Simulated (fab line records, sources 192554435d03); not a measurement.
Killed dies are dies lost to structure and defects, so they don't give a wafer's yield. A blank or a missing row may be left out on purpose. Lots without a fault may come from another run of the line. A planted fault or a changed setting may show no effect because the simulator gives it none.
Chamber matching | flow n5_finfet | N5_BEOL_M14_DEP_53 on pecvd-04: 3 sister chambers
The step deposits SiCN from 3MS/NH3, target thk 50 nm, time 17.8 s. 3 wafers are shown with their chamber, then 12 later ones without.

WAFERS WITH THEIR CHAMBER
wafer  | chamber | throttle_valve_pct (%)
L085.6 | 2       | 16.3
L086.1 | 0       | 19.0
L086.4 | 1       | 18.1

WAFERS WITHOUT THEIR CHAMBER
wafer  | throttle_valve_pct (%)
L092.1 | 16.3
L092.4 | 19.1
L092.5 | 17.8
L093.1 | 19.3
L093.4 | 18.0
L093.6 | 16.2
L096.1 | 19.0
L096.3 | 16.3
L096.5 | 19.2
L094.1 | 16.4
L094.5 | 16.2
L094.6 | 18.1

WHICH CHAMBER EACH WENT THROUGH
wafer  | from the rows above | in truth
L092.1 | 2                   | 2
L092.4 | 0                   | 0
L092.5 | 1                   | 1
L093.1 | 0                   | 0
L093.4 | 1                   | 1
L093.6 | 2                   | 2
L096.1 | 0                   | 0
L096.3 | 2                   | 2
L096.5 | 0                   | 0
L094.1 | 2                   | 2
L094.5 | 2                   | 2
L094.6 | 1                   | 1
Placed correctly: 12 of 12. Can't be placed from these rows: 0. Placed wrongly: 0.
How it was worked out, from the rows above alone: a wafer's distance from a chamber is the root of the sum, over the readings, of the square of ((its reading less the chamber's mean) divided by the reading's scatter). The wafer belongs to the nearest chamber; if the next one is less than 2 further off, it can't be placed. A chamber's mean is the mean of its shown wafers. The scatter: with one shown wafer a chamber, the root of the mean of the squares of how far each hidden wafer lies from its nearest shown one.
